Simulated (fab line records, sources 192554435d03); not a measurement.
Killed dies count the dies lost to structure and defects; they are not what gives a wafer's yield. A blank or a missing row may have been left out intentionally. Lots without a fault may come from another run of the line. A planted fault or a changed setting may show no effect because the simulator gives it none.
8D (eight disciplines) problem report, filled in by code	flow n5_finfet	the parts of the form that need people (team, actions taken, sign-off) are left out

== 1. PROBLEM STATEMENT ==
Mean of run_length_s at N5_BEOL_M0_SAQP_COAT_82: 40.57 s across 2 wafers in 2 lots; on wafers with no fault it is 65.97 s (standard deviation 0.18). That is -99 or more standard deviations from the usual mean.
The step: time 60 s, resist thk 30 nm.
First observed at day 7 17:22: wafer L485.4, on litho_track-03. Wafers with a number at this step in the record: 29, from 10 lots. By rule, "out" or "out of limits" means more than 4 standard deviations away from the usual mean. The other wafers with a number count as sound.

== 2. WHAT IT IS, AND WHAT IT ISN'T ==
question	is	is not
which readings at this step	run_length_s, heater_power_total_W	dispense_pressure_kPa, resist_line_temp_C
which lots	L485, L486	L476, L478, L481, L482, L490, L493, L494, L499
which wafers of those lots	L485.4, L486.2	L485.1, L485.5, L486.1, L486.5
read on which tools	litho_track-03	litho_track-01, litho_track-04
when	from day 7 17:22	up to then (13 sound wafers); but 14 sound wafers of L486, L490, L493, L494, L499 came after

== 3. SUSPECTS, AND WHAT RULES EACH OUT ==
Counting: a tool at a process step up to the reading stays a suspect if it ran every lot that is out. Sound lots after the first of them don't rule it out here, since some wafers of a struck lot are sound.
- litho_track-03 at N5_BEOL_M0_SAQP_COAT_82 (time 60 s, resist thk 30 nm): kept. It processed each lot that is out (first: L485, day 7 17:22); up to then, its last sound lot is L481 (day 6 17:56). Out on those wafers are its own readings of heater_power_total_W, run_length_s.
Remaining after the count: litho_track-03 at N5_BEOL_M0_SAQP_COAT_82.

== 4. THE CAUSE (what the simulator had put in) ==
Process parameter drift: litho_track-03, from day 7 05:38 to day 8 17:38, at N5_BEOL_M0_SAQP_COAT_82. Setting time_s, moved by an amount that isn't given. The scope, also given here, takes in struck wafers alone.
Only this tool survived the counting.

== 5. THE EFFECT CHAIN, in route order ==
Each row: a reading where the mean over the struck wafers with a number is more than 3 standard deviations away from the usual. Only readings whose record carries a usual standard deviation are examined. hours: median over the lots of the time between each lot's start at the first step of this table that gives one and its start at this step. sigmas: the change, counted in usual standard deviations.
hours	step	reading	usual	on struck wafers	change	sigmas
0	N5_BEOL_M0_SAQP_COAT_82	heater_power_total_W	427.5 W	601.7	+174.2	+87
0	N5_BEOL_M0_SAQP_COAT_82	run_length_s	65.97 s	40.57	-25.40	-99 or more
It contains these process steps:
- N5_BEOL_M0_SAQP_COAT_82: time 60 s, resist thk 30 nm.
Readings that are blank on the struck wafers while sound wafers have them: plate_temp_C at N5_BEOL_M0_SAQP_COAT_82.
Later steps that measure or inspect, where all struck wafers having a row at the step show a number for every such reading and not one has moved that far: N5_BEOL_M4_RC_MEAS_101.

== 6. WHAT WOULD HAVE CAUGHT IT SOONER ==
The fault began at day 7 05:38; the first out-of-limits reading in this record came at day 7 17:22, 12 hours later.
